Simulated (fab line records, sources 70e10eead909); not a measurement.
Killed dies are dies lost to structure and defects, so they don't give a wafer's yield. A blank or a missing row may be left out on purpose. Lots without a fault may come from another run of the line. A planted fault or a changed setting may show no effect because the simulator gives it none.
Which tool did it? | flow nand_harc | 22 lots, 66 wafers sampled, at 6 steps of a route of 1159

WHAT THE GAUGES READ, wafer by wafer
The record holds no reading of a measuring or inspecting step that can be judged against a usual standard deviation.

WHICH TOOL RAN EACH LOT (tool, then ch and the chambers of the sampled wafers, then the start)
lot  | NHARC_P_M2_DESCUM_14               | NHARC_P_M2_ETCH_35                 | NHARC_P_BONDPAD_DEGAS_25     | NHARC_A_ONON_D1_DEP_33          | NHARC_A_CHANNEL_HOLE_D1_STRIP_27 | NHARC_A_STAIRCASE_TRIM_189
L074 | rie_diel-09 ch 1,3, day 6 10:09    | rie_diel-09 ch 1,2, day 6 10:14    | pvd_sputter-03, day 6 15:45  | pecvd-02 ch 1,2, day 8 07:09    | rie_diel-11 ch 0,1, no start     | rie_diel-05 ch 0,3, no start
L076 | rie_diel-09 ch 1,2, day 6 16:22    | rie_diel-09 ch 0,1,3, day 6 16:28  | pvd_sputter-01, day 6 21:59  | pecvd-02 ch 0,1, day 8 14:44    | rie_diel-02 ch 0,3, no start     | rie_diel-04 ch 0,1, no start
L077 | rie_diel-08 ch 1,2,3, day 6 21:01  | rie_diel-08 ch 2,3, day 6 21:06    | pvd_sputter-02, day 7 02:42  | pecvd-04 ch 1,2, day 8 20:59    | rie_diel-11 ch 1,2,3, no start   | rie_diel-05 ch 0,2,3, no start
L078 | rie_diel-08 ch 0,2,3, day 7 05:05  | rie_diel-08 ch 0,1,2, day 7 05:10  | pvd_sputter-01, day 7 10:47  | pecvd-01 ch 1,2, day 9 03:45    | rie_diel-11 ch 0,2,3, no start   | rie_diel-06 ch 1,2,3, no start
L080 | rie_diel-09 ch 0,1, day 7 17:05    | rie_diel-09 ch 0,1,2, day 7 17:11  | pvd_sputter-03, day 7 22:53  | pecvd-01 ch 0,1,2, day 9 12:26  | rie_diel-02 ch 0,3, no start     | rie_diel-06 ch 0,2,3, no start
L081 | rie_diel-08 ch 0,1,3, day 8 02:14  | rie_diel-08 ch 0,2,3, day 8 02:20  | pvd_sputter-01, day 8 08:14  | pecvd-01 ch 1,2, day 9 22:50    | rie_diel-13 ch 0,3, no start     | rie_diel-05 ch 1,3, no start
L082 | rie_diel-08 ch 2,3, day 8 07:32    | rie_diel-08 ch 0,2,3, day 8 07:38  | pvd_sputter-01, day 8 13:08  | pecvd-01 ch 0,1, day 10 09:41   | rie_diel-02 ch 1,2,3, no start   | rie_diel-05 ch 0,2,3, no start
L083 | rie_diel-08 ch 0,2,3, day 8 10:53  | rie_diel-08 ch 0,1,3, day 8 11:07  | pvd_sputter-03, day 8 17:18  | pecvd-04 ch 1,2, day 10 09:47   | rie_diel-02 ch 0,1, no start     | rie_diel-04 ch 1,3, no start
L084 | rie_diel-09 ch 0,2,3, day 8 12:13  | rie_diel-09 ch 0,1,2, day 8 12:19  | pvd_sputter-03, day 8 18:28  | pecvd-02 ch 0,1, day 10 09:53   | rie_diel-11 ch 0,1,2, no start   | rie_diel-05 ch 0,1,2, no start
L087 | rie_diel-09 ch 2,3, day 9 06:53    | rie_diel-09 ch 0,1,3, day 9 06:59  | pvd_sputter-01, day 9 12:40  | pecvd-04 ch 1,2, day 11 05:41   | rie_diel-02 ch 2,3, no start     | rie_diel-06 ch 0,1,3, no start
L088 | rie_diel-09 ch 0,1,3, day 9 07:17  | rie_diel-09 ch 0,1,3, day 9 07:22  | pvd_sputter-02, day 9 12:55  | pecvd-02 ch 0,2, day 11 05:22   | rie_diel-11 ch 0,3, no start     | rie_diel-06 ch 0,2,3, no start
L086 | rie_diel-09 ch 0,1,2, day 9 09:32  | rie_diel-09 ch 0,2, day 9 09:37    | pvd_sputter-02, day 9 15:28  | pecvd-04 ch 0,1,2, day 11 05:19 | rie_diel-02 ch 0,1,2, no start   | rie_diel-06 ch 0,1,2, no start
L085 | rie_diel-09 ch 0,2,3, day 9 20:17  | rie_diel-09 ch 0,1,2, day 9 20:22  | pvd_sputter-01, day 10 02:12 | pecvd-01 ch 0,1,2, day 11 17:43 | rie_diel-02 ch 0,1,3, no start   | rie_diel-06 ch 0,2,3, no start
L089 | rie_diel-08 ch 0,1,2, day 10 03:37 | rie_diel-08 ch 0,1,3, day 10 03:42 | pvd_sputter-03, day 10 09:07 | pecvd-04 ch 1,2, day 11 22:36   | rie_diel-13 ch 0,1, no start     | rie_diel-06 ch 2,3, no start
L091 | rie_diel-09 ch 0,1,3, day 10 07:17 | rie_diel-09 ch 0,1,3, day 10 07:22 | pvd_sputter-01, day 10 12:50 | pecvd-01 ch 0,1,2, day 12 03:47 | rie_diel-11 ch 0,2,3, no start   | rie_diel-06 ch 0,1,2, no start
L090 | rie_diel-08 ch 1,3, day 10 08:05   | rie_diel-08 ch 1,3, day 10 08:11   | pvd_sputter-02, day 10 13:39 | pecvd-02 ch 1,2, day 12 03:40   | rie_diel-02 ch 0,1,3, no start   | rie_diel-04 ch 1,3, no start
L093 | rie_diel-09 ch 0,1,3, day 10 19:54 | rie_diel-09 ch 2,3, day 10 19:58   | pvd_sputter-01, day 11 01:28 | pecvd-01 ch 0,2, day 12 18:36   | rie_diel-11 ch 2,3, no start     | rie_diel-05 ch 2,3, no start
L092 | rie_diel-04 ch 0,1,3, day 11 01:18 | rie_diel-04 ch 0,1,3, day 11 01:25 | pvd_sputter-01, day 11 07:24 | pecvd-04 ch 0,1, day 12 18:36   | rie_diel-13 ch 0,2,3, no start   | rie_diel-06 ch 0,1, no start
L094 | rie_diel-09 ch 1,3, day 11 06:10   | rie_diel-09 ch 0,1,3, day 11 06:15 | pvd_sputter-02, day 11 11:42 | pecvd-01 ch 0,1, day 13 02:06   | rie_diel-02 ch 0,1, no start     | rie_diel-05 ch 0,1,2, no start
L097 | rie_diel-08 ch 1,3, day 11 19:03   | rie_diel-08 ch 2,3, day 11 19:08   | pvd_sputter-01, day 12 01:16 | pecvd-01 ch 0,1,2, day 13 17:43 | rie_diel-11 ch 0,1,3, no start   | rie_diel-06 ch 0,1,2, no start
L095 | rie_diel-08 ch 0,1,3, day 11 19:40 | rie_diel-08 ch 1,2,3, day 11 19:59 | pvd_sputter-01, day 12 01:55 | pecvd-04 ch 1,2, day 13 17:51   | rie_diel-02 ch 0,2,3, no start   | rie_diel-05 ch 1,3, no start
L096 | rie_diel-09 ch 0,1,3, day 12 01:52 | rie_diel-09 ch 0,1,2, day 12 01:57 | pvd_sputter-01, day 12 07:25 | pecvd-01 ch 0,1,2, day 14 04:07 | rie_diel-02 ch 1,2,3, no start   | rie_diel-06 ch 1,3, no start
- NHARC_P_M2_DESCUM_14: chemistry O2, time 3 s.
- NHARC_P_M2_ETCH_35: etches the open film in N2/H2, target depth 40 nm, overetch 12 nm, time 43.94 s.
- NHARC_P_BONDPAD_DEGAS_25: time 60 s.
- NHARC_A_ONON_D1_DEP_33: deposits SiO2, target thk 200 nm.
- NHARC_A_CHANNEL_HOLE_D1_STRIP_27: strips in O2.
- NHARC_A_STAIRCASE_TRIM_189: chemistry O2, time 211.2 s.

WHAT THE TOOLS THEMSELVES READ (means of the sampled wafers that have a number; where no wafer has one, the mark that the record gives instead)
NHARC_P_M2_DESCUM_14. Usual: drypump_motor_current_A 5.9 A, standard deviation 0.48; oes_product_au 0.996 a.u., standard deviation 0.011; rf_vpp_V 57.9 V, standard deviation 0.86; showerhead_plenum_p_Torr 1.91 Torr, standard deviation 0.072; throttle_valve_pct 11.311 %, standard deviation 0.0091.
lot  | tool        | drypump_motor_current_A (A) | oes_product_au (a.u.) | rf_vpp_V (V) | showerhead_plenum_p_Torr (Torr) | throttle_valve_pct (%) | flag
L074 | rie_diel-09 | 6.0                         | 1.009                 | 58.3         | 1.89                            | 11.314                 |
L076 | rie_diel-09 | 5.5                         | 0.998                 | 58.1         | 1.87                            | 11.312                 |
L077 | rie_diel-08 | 5.7                         | 0.993                 | 58.1         | 1.92                            | 11.307                 |
L078 | rie_diel-08 | 5.8                         | 0.996                 | 57.4         | 1.91                            | 11.308                 |
L080 | rie_diel-09 | 6.0                         | 0.989                 | 58.2         | 1.97                            | 11.311                 |
L081 | rie_diel-08 | 6.2                         | 0.992                 | 57.6         | 1.86                            | 11.320                 |
L082 | rie_diel-08 | 5.8                         | 0.996                 | 57.2         | 1.90                            | 11.309                 |
L083 | rie_diel-08 | 5.8                         | 1.008                 | 57.9         | 1.91                            | 11.313                 |
L084 | rie_diel-09 | 6.0                         | 0.997                 | 57.5         | 1.92                            | 11.305                 |
L087 | rie_diel-09 | 5.8                         | 1.003                 | 58.4         | 1.87                            | 11.316                 |
L088 | rie_diel-09 | 6.1                         | 0.999                 | 57.3         | 1.93                            | 11.312                 |
L086 | rie_diel-09 | 5.8                         | 0.994                 | 57.7         | 1.92                            | 11.309                 |
L085 | rie_diel-09 | 6.0                         | 0.998                 | 58.4         | 1.92                            | 11.306                 |
L089 | rie_diel-08 | 5.8                         | 0.999                 | 57.4         | 1.92                            | 11.317                 |
L091 | rie_diel-09 | 6.0                         | 0.995                 | 58.0         | 1.93                            | 11.317                 |
L090 | rie_diel-08 | 6.1                         | 0.992                 | 58.2         | 1.86                            | 11.307                 |
L093 | rie_diel-09 | 6.0                         | 0.996                 | 57.8         | 1.93                            | 11.309                 |
L092 | rie_diel-04 | 5.7                         | 0.996                 | 57.6         | 1.95                            | 11.313                 |
L094 | rie_diel-09 | 5.7                         | 0.991                 | 58.4         | 1.89                            | 11.316                 |
L097 | rie_diel-08 | 6.2                         | 0.986                 | 57.7         | 1.84                            | 11.314                 |
L095 | rie_diel-08 | 6.2                         | 0.993                 | 57.7         | 1.85                            | 11.306                 |
L096 | rie_diel-09 | 6.1                         | 0.987                 | 57.3         | 1.93                            | 11.309                 |

NHARC_P_M2_ETCH_35. Usual: drypump_motor_current_A 5.8 A, standard deviation 0.48; n2_flow_sccm 150.0 sccm, standard deviation 0.44; oes_product_au 0.997 a.u., standard deviation 0.011; rf_vpp_V 430.4 V, standard deviation 2.3; showerhead_plenum_p_Torr 2.03 Torr, standard deviation 0.079; throttle_valve_pct 14.171 %, standard deviation 0.009.
lot  | tool        | drypump_motor_current_A (A) | n2_flow_sccm (sccm) | oes_product_au (a.u.) | rf_vpp_V (V) | showerhead_plenum_p_Torr (Torr) | throttle_valve_pct (%) | flag
L074 | rie_diel-09 | 5.5                         | 150.2               | 0.992                 | 429.2        | 1.99                            | 14.171                 |
L076 | rie_diel-09 | 6.0                         | 150.1               | 1.006                 | 430.9        | 2.06                            | 14.175                 |
L077 | rie_diel-08 | 5.3                         | 150.3               | 0.997                 | 432.4        | 2.10                            | 14.158                 |
L078 | rie_diel-08 | 5.8                         | 149.9               | 0.994                 | 430.5        | 2.05                            | 14.172                 |
L080 | rie_diel-09 | 5.7                         | 149.7               | 0.987                 | 430.7        | 2.04                            | 14.167                 |
L081 | rie_diel-08 | 5.8                         | 150.1               | 1.009                 | 431.2        | 2.04                            | 14.174                 |
L082 | rie_diel-08 | 5.8                         | 149.6               | 1.009                 | 429.9        | 2.04                            | 14.163                 |
L083 | rie_diel-08 | 6.2                         | 149.7               | 1.000                 | 430.1        | 1.98                            | 14.173                 |
L084 | rie_diel-09 | 5.8                         | 149.7               | 0.992                 | 430.9        | 2.04                            | 14.170                 |
L087 | rie_diel-09 | 6.0                         | 150.0               | 1.000                 | 430.7        | 2.06                            | 14.176                 |
L088 | rie_diel-09 | 6.0                         | 150.2               | 0.994                 | 430.8        | 2.06                            | 14.171                 |
L086 | rie_diel-09 | 5.8                         | 149.7               | 1.003                 | 430.0        | 2.03                            | 14.165                 |
L085 | rie_diel-09 | 5.8                         | 149.9               | 0.994                 | 430.4        | 2.04                            | 14.162                 |
L089 | rie_diel-08 | 6.2                         | 150.0               | 0.996                 | 428.7        | 1.97                            | 14.166                 |
L091 | rie_diel-09 | 6.0                         | 150.0               | 0.987                 | 431.6        | 2.06                            | 14.165                 |
L090 | rie_diel-08 | 6.2                         | 149.7               | 0.989                 | 428.4        | 1.97                            | 14.177                 |
L093 | rie_diel-09 | 5.8                         | 149.6               | 0.996                 | 429.1        | 1.99                            | 14.175                 |
L092 | rie_diel-04 | 5.7                         | 150.0               | 0.993                 | 431.7        | 2.08                            | 14.166                 |
L094 | rie_diel-09 | 6.0                         | 150.0               | 0.984                 | 430.6        | 2.06                            | 14.169                 |
L097 | rie_diel-08 | 5.3                         | 150.0               | 1.002                 | 433.1        | 2.10                            | 14.171                 |
L095 | rie_diel-08 | 5.8                         | 150.3               | 0.996                 | 430.6        | 2.04                            | 14.180                 |
L096 | rie_diel-09 | 5.8                         | 150.5               | 0.989                 | 430.5        | 2.04                            | 14.175                 |

NHARC_P_BONDPAD_DEGAS_25. Usual: heater_power_w 488 W, standard deviation 53.
lot  | tool           | heater_power_w (W) | flag
L074 | pvd_sputter-03 | 514                |
L076 | pvd_sputter-01 | 511                |
L077 | pvd_sputter-02 | 504                |
L078 | pvd_sputter-01 | 473                |
L080 | pvd_sputter-03 | 480                |
L081 | pvd_sputter-01 | 485                |
L082 | pvd_sputter-01 | 471                |
L083 | pvd_sputter-03 | 511                |
L084 | pvd_sputter-03 | 519                |
L087 | pvd_sputter-01 | 485                |
L088 | pvd_sputter-02 | 418                |
L086 | pvd_sputter-02 | 469                |
L085 | pvd_sputter-01 | 484                |
L089 | pvd_sputter-03 | 535                |
L091 | pvd_sputter-01 | 515                |
L090 | pvd_sputter-02 | 483                |
L093 | pvd_sputter-01 | 479                |
L092 | pvd_sputter-01 | 452                |
L094 | pvd_sputter-02 | 487                |
L097 | pvd_sputter-01 | 480                |
L095 | pvd_sputter-01 | 508                |
L096 | pvd_sputter-01 | 491                |

NHARC_A_ONON_D1_DEP_33. Usual: chamber_pressure_Torr 6.496 Torr, standard deviation 0.013; flow_sccm 2651 sccm, standard deviation 8; heater_power_w 598 W, standard deviation 98; throttle_valve_pct 16.0 %, standard deviation 0.54.
lot  | tool     | chamber_pressure_Torr (Torr) | flow_sccm (sccm) | heater_power_w (W) | throttle_valve_pct (%) | flag
L074 | pecvd-02 | 6.486                        | 2648             | 642                | 15.1                   |
L076 | pecvd-02 | 6.493                        | 2653             | 580                | 15.9                   |
L077 | pecvd-04 | 6.499                        | 2654             | 493                | 15.9                   |
L078 | pecvd-01 | 6.497                        | 2653             | 600                | 16.4                   |
L080 | pecvd-01 | 6.505                        | 2652             | 641                | 16.3                   |
L081 | pecvd-01 | 6.507                        | 2656             | 545                | 16.2                   |
L082 | pecvd-01 | 6.499                        | 2653             | 651                | 16.1                   |
L083 | pecvd-04 | 6.517                        | 2646             | 478                | 15.9                   |
L084 | pecvd-02 | 6.496                        | 2649             | 608                | 16.2                   |
L087 | pecvd-04 | 6.482                        | 2654             | 514                | 16.4                   |
L088 | pecvd-02 | 6.484                        | 2649             | 745                | 15.6                   |
L086 | pecvd-04 | 6.509                        | 2654             | 547                | 16.1                   |
L085 | pecvd-01 | 6.502                        | 2648             | 568                | 15.9                   |
L089 | pecvd-04 | 6.491                        | 2654             | 465                | 16.0                   |
L091 | pecvd-01 | 6.502                        | 2644             | 654                | 16.0                   |
L090 | pecvd-02 | 6.497                        | 2651             | 587                | 15.2                   |
L093 | pecvd-01 | 6.494                        | 2654             | 606                | 15.9                   |
L092 | pecvd-04 | 6.487                        | 2647             | 574                | 16.8                   |
L094 | pecvd-01 | 6.491                        | 2652             | 667                | 16.0                   |
L097 | pecvd-01 | 6.479                        | 2646             | 662                | 16.0                   |
L095 | pecvd-04 | 6.484                        | 2653             | 466                | 16.5                   |
L096 | pecvd-01 | 6.497                        | 2648             | 677                | 16.1                   |

NHARC_A_CHANNEL_HOLE_D1_STRIP_27. Usual: drypump_motor_current_A 5.6 A, standard deviation 0.37; oes_product_au 1.000 a.u., standard deviation 0.0079; rf_vpp_V 57.8 V, standard deviation 0.85; showerhead_plenum_p_Torr 3.57 Torr, standard deviation 0.16; throttle_valve_pct 17.035 %, standard deviation 0.009.
lot  | tool        | drypump_motor_current_A (A) | oes_product_au (a.u.) | rf_vpp_V (V) | showerhead_plenum_p_Torr (Torr) | throttle_valve_pct (%) | flag
L074 | rie_diel-11 | 5.2                         | 1.007                 | 57.6         | 3.48                            | 17.032                 |
L076 | rie_diel-02 | 5.7                         | 1.003                 | 57.8         | 3.64                            | 17.037                 |
L077 | rie_diel-11 | 5.4                         | 1.000                 | 57.2         | 3.61                            | 17.034                 |
L078 | rie_diel-11 | 5.6                         | 1.010                 | 58.0         | 3.48                            | 17.036                 |
L080 | rie_diel-02 | 5.7                         | 0.994                 | 58.6         | 3.64                            | 17.031                 |
L081 | rie_diel-13 | 5.5                         | 0.997                 | 57.3         | 3.62                            | 17.041                 |
L082 | rie_diel-02 | 5.9                         | 1.001                 | 56.4         | 3.59                            | 17.038                 |
L083 | rie_diel-02 | 6.1                         | 1.006                 | 57.2         | 3.40                            | 17.032                 |
L084 | rie_diel-11 | 5.4                         | 0.997                 | 57.2         | 3.57                            | 17.034                 |
L087 | rie_diel-02 | 5.6                         | 0.996                 | 58.6         | 3.74                            | 17.032                 |
L088 | rie_diel-11 | 5.5                         | 1.004                 | 58.1         | 3.38                            | 17.032                 |
L086 | rie_diel-02 | 5.8                         | 0.999                 | 58.1         | 3.55                            | 17.035                 |
L085 | rie_diel-02 | 5.9                         | 0.998                 | 57.6         | 3.54                            | 17.038                 |
L089 | rie_diel-13 | 5.4                         | 0.993                 | 58.0         | 3.70                            | 17.039                 |
L091 | rie_diel-11 | 5.6                         | 1.005                 | 57.3         | 3.48                            | 17.030                 |
L090 | rie_diel-02 | 5.9                         | 0.990                 | 57.9         | 3.54                            | 17.034                 |
L093 | rie_diel-11 | 5.6                         | 1.005                 | 58.1         | 3.51                            | 17.037                 |
L092 | rie_diel-13 | 5.4                         | 0.994                 | 58.7         | 3.56                            | 17.039                 |
L094 | rie_diel-02 | 6.1                         | 0.995                 | 56.9         | 3.40                            | 17.041                 |
L097 | rie_diel-11 | 5.2                         | 1.002                 | 57.8         | 3.51                            | 17.039                 |
L095 | rie_diel-02 | 5.7                         | 1.004                 | 58.1         | 3.68                            | 17.024                 |
L096 | rie_diel-02 | 5.9                         | 1.010                 | 58.1         | 3.58                            | 17.029                 |

NHARC_A_STAIRCASE_TRIM_189. Usual: drypump_motor_current_A 5.73 A, standard deviation 0.22; oes_product_au 1.000 a.u., standard deviation 0.0097; rf_vpp_V 57.6 V, standard deviation 0.89; showerhead_plenum_p_Torr 3.46 Torr, standard deviation 0.17; throttle_valve_pct 17.036 %, standard deviation 0.0096.
lot  | tool        | drypump_motor_current_A (A) | oes_product_au (a.u.) | rf_vpp_V (V) | showerhead_plenum_p_Torr (Torr) | throttle_valve_pct (%) | flag
L074 | rie_diel-05 | 5.75                        | 1.001                 | 57.1         | 3.48                            | 17.032                 |
L076 | rie_diel-04 | 5.59                        | 1.001                 | 58.0         | 3.54                            | 17.037                 |
L077 | rie_diel-05 | 5.61                        | 1.000                 | 57.5         | 3.54                            | 17.033                 |
L078 | rie_diel-06 | 5.90                        | 1.004                 | 56.6         | 3.44                            | 17.033                 |
L080 | rie_diel-06 | 5.70                        | 1.003                 | 57.0         | 3.43                            | 17.029                 |
L081 | rie_diel-05 | 5.79                        | 1.007                 | 57.5         | 3.64                            | 17.035                 |
L082 | rie_diel-05 | 5.62                        | 1.000                 | 57.1         | 3.53                            | 17.039                 |
L083 | rie_diel-04 | 5.81                        | 0.994                 | 58.0         | 3.59                            | 17.036                 |
L084 | rie_diel-05 | 5.60                        | 0.991                 | 57.9         | 3.39                            | 17.033                 |
L087 | rie_diel-06 | 5.86                        | 1.007                 | 57.0         | 3.42                            | 17.035                 |
L088 | rie_diel-06 | 5.68                        | 1.004                 | 58.4         | 3.42                            | 17.036                 |
L086 | rie_diel-06 | 5.84                        | 0.996                 | 57.9         | 3.32                            | 17.037                 |
L085 | rie_diel-06 | 5.68                        | 1.001                 | 57.7         | 3.42                            | 17.034                 |
L089 | rie_diel-06 | 5.74                        | 0.993                 | 57.4         | 3.43                            | 17.039                 |
L091 | rie_diel-06 | 5.83                        | 1.003                 | 56.9         | 3.32                            | 17.028                 |
L090 | rie_diel-04 | 5.63                        | 0.990                 | 57.1         | 3.52                            | 17.038                 |
L093 | rie_diel-05 | 5.49                        | 0.989                 | 58.3         | 3.58                            | 17.038                 |
L092 | rie_diel-06 | 6.02                        | 1.004                 | 57.0         | 3.32                            | 17.045                 |
L094 | rie_diel-05 | 5.61                        | 0.998                 | 57.8         | 3.38                            | 17.044                 |
L097 | rie_diel-06 | 5.84                        | 0.995                 | 57.3         | 3.31                            | 17.033                 |
L095 | rie_diel-05 | 5.76                        | 1.006                 | 57.8         | 3.48                            | 17.026                 |
L096 | rie_diel-06 | 6.06                        | 0.996                 | 57.8         | 3.42                            | 17.046                 |

THE ANSWER, worked out from the rows above alone
Rule: a lot is off if the mean of its wafers that have a number lies more than 3 standard deviations from the usual mean. A lot without any number at a reading at which 4 lots or more have one is off too. The other lots that the step has rows for count as sound. The gauges are gone through in route order, then the tools' own readings, and for those a lot's mean is taken as printed above. The first step at which some lot is off is used, and at that step the reading that is off furthest; a lot without a number counts as furthest.
No lot is off at any reading shown: from this, nothing can be told.

WHAT THE SIMULATOR HAD PUT IN
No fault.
